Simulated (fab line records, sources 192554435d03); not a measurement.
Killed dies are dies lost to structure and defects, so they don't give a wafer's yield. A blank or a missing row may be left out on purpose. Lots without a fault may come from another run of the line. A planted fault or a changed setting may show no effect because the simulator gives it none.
Chamber matching | flow n5_finfet | N5_BEOL_M8_CMP_52 on cmp-01: 4 sister chambers
The step polishes, stops on SiCOH lowk, t overpolish 6.9 s, target thk 80 nm. 14 wafers are shown with their chamber, then 7 later ones without.

WAFERS WITH THEIR CHAMBER
wafer  | chamber | motor_current_A (A) | retaining_ring_pressure_frac | barrier_field_endpoint_s (s)
L078.2 | 2       | 7.6                 | 0.998                        | 28.0
L078.5 | 0       | 6.8                 | 1.000                        | 27.8
L078.6 | 3       | 6.2                 | 1.000                        | 29.1
L082.1 | 0       | 6.2                 | 1.000                        | 28.6
L082.3 | 3       | 6.4                 | 0.996                        | 28.9
L082.5 | 0       | 6.8                 | 1.000                        | 28.7
L080.2 | 2       | 8.2                 | 0.999                        | 29.2
L080.5 | 0       | 6.2                 | 1.002                        | 29.3
L080.6 | 1       | 7.2                 | 1.010                        | 29.6
L083.1 | 3       | 6.4                 | 0.998                        | 29.1
L083.3 | 2       | 8.1                 | 0.999                        | 28.6
L083.4 | 1       | 7.3                 | 1.005                        | 30.7
L086.3 | 2       | 8.4                 | 1.002                        | 28.5
L086.4 | 3       | 6.1                 | 1.002                        | 29.6

SIGNATURES (means of the wafers above)
reading                      | chamber 0 | chamber 1 | chamber 2 | chamber 3 | scatter within a chamber
motor_current_A              | 6.500     | 7.250     | 8.075     | 6.275     | 0.279
retaining_ring_pressure_frac | 1.00050   | 1.00750   | 0.99950   | 0.99900   | 0.00211
barrier_field_endpoint_s     | 28.600    | 30.150    | 28.575    | 29.175    | 0.523
Rule: a wafer's distance from a chamber is the root of the sum, over the readings, of the square of ((its reading less the chamber's mean) divided by the reading's scatter). The wafer belongs to the nearest chamber; if the next one is less than 2 further off, it can't be placed. The scatter: the root of (the sum of the squares of (reading less its chamber's mean) over the shown wafers, divided by (wafers less chambers)).

WAFERS WITHOUT THEIR CHAMBER
wafer  | motor_current_A (A) | retaining_ring_pressure_frac | barrier_field_endpoint_s (s)
L086.5 | 7.1                 | 0.995                        | 29.0
L097.2 | 6.9                 | 0.999                        | 28.8
L097.4 | 7.4                 | 0.998                        | 28.9
L097.5 | 6.8                 | 1.000                        | 28.4
L095.2 | 7.7                 | 0.994                        | 28.6
L095.3 | 6.4                 | 0.998                        | 28.8
L095.4 | 6.6                 | 1.000                        | 29.6

WHICH CHAMBER EACH WENT THROUGH
wafer  | from the rows above          | in truth
L086.5 | can't be placed: 0 or 3 or 2 | 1
L097.2 | can't be placed: 0 or 3      | 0
L097.4 | can't be placed: 2 or 0 or 3 | 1
L097.5 | can't be placed: 0 or 3      | 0
L095.2 | 2                            | 2
L095.3 | can't be placed: 3 or 0      | 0
L095.4 | can't be placed: 3 or 0      | 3
Placed correctly: 1 of 7. Can't be placed from these rows: 6 (the true chamber is among the candidates in 4). Placed wrongly: 0.
